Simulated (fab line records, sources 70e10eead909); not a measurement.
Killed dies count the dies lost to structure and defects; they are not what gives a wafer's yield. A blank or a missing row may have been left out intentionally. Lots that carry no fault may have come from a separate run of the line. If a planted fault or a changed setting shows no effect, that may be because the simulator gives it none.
The tool behind it: which one?    flow nand harc    14 lots with 41 wafers sampled at 2 steps, on a route of 1159 steps

== WHAT THE GAUGES SHOWED, per wafer ==
NHARC_P_GATE_INSPECT_68. Usual: raw defect count reads 188 (standard deviation 66).
lot   measured      on                 raw defect count  flag
L529  day 5 12:08   defect inspect-01  268 200 248       
L530  day 5 22:26   defect inspect-01  232 191 160       
L531  day 5 22:36   defect inspect-01  131 166 207       
L533  day 6 14:01   defect inspect-01  116 171 108       
L536  day 7 02:20   defect inspect-02  130 129 91        
L535  day 7 03:34   defect inspect-02  159 163 131       
L537  day 7 12:05   defect inspect-01  168 190 188       
L538  day 7 16:30   defect inspect-02  159 225 183       
L542  day 8 18:08   defect inspect-02  153 125 225       
L543  day 9 04:49   defect inspect-02  175 119           
L544  day 9 10:43   defect inspect-02  144 146 191       
L549  day 10 02:02  defect inspect-01  218 136 166       
L547  day 10 08:37  defect inspect-01  357 303 249       
L550  day 10 19:53  defect inspect-02  274 156 251       

NHARC_P_CONTACT_CD_MEAS_12: the cd target is 90 nm. Usual: cd nm reads 89.8 nm (standard deviation 0.74).
lot   measured      on         cd nm (nm)      flag
L529  day 5 14:01   cd sem-03  90.3 90.4 89.9  
L530  day 5 23:55   cd sem-02  90.0 89.5 89.3  
L531  day 6 00:29   cd sem-03  90.3 91.6 90.7  
L533  day 6 15:31   cd sem-03  89.4 89.2 89.1  
L536  day 7 03:52   cd sem-01  88.4 89.0 88.2  
L535  day 7 05:11   cd sem-03  89.1 89.3 89.2  
L537  day 7 14:13   cd sem-02  87.8 89.4 89.2  
L538  day 7 18:14   cd sem-03  89.8 90.4 91.1  
L542  day 8 19:44   cd sem-03  90.0 90.6 91.0  
L543  day 9 06:40   cd sem-01  88.8 89.5       
L544  day 9 12:34   cd sem-03  90.7 90.4 91.1  
L549  day 10 03:39  cd sem-02  89.1 88.6 89.3  
L547  day 10 10:20  cd sem-01  89.7 90.5 89.6  
L550  day 10 21:33  cd sem-03  90.5 90.1 90.6  

== WHICH TOOL RAN EACH LOT (tool, then ch and the chambers of the sampled wafers, then the start) ==
The record shows no process step preceding these readings.

== AS READ BY THE TOOLS THEMSELVES (means over the sampled wafers that have a number; for cases with no such wafer, the mark the record gives instead) ==
The record holds no such reading with a usual standard deviation.

== THE ANSWER, worked out from the rows above alone ==
Rule: a lot is off if the mean of its wafers that have a number lies more than 3 standard deviations from the usual mean. A lot without any number at a reading at which 4 lots or more have one is off too. All remaining lots with rows at the step are treated as sound. First the gauges in route order, then the tools' own readings, where a lot's mean is used as printed above. The first step at which some lot is off is used, and at that step the reading that is off furthest; a lot without a number counts as furthest.
None of the lots is off at any reading shown; this tells nothing.

== WHAT THE SIMULATOR HAD INSERTED ==
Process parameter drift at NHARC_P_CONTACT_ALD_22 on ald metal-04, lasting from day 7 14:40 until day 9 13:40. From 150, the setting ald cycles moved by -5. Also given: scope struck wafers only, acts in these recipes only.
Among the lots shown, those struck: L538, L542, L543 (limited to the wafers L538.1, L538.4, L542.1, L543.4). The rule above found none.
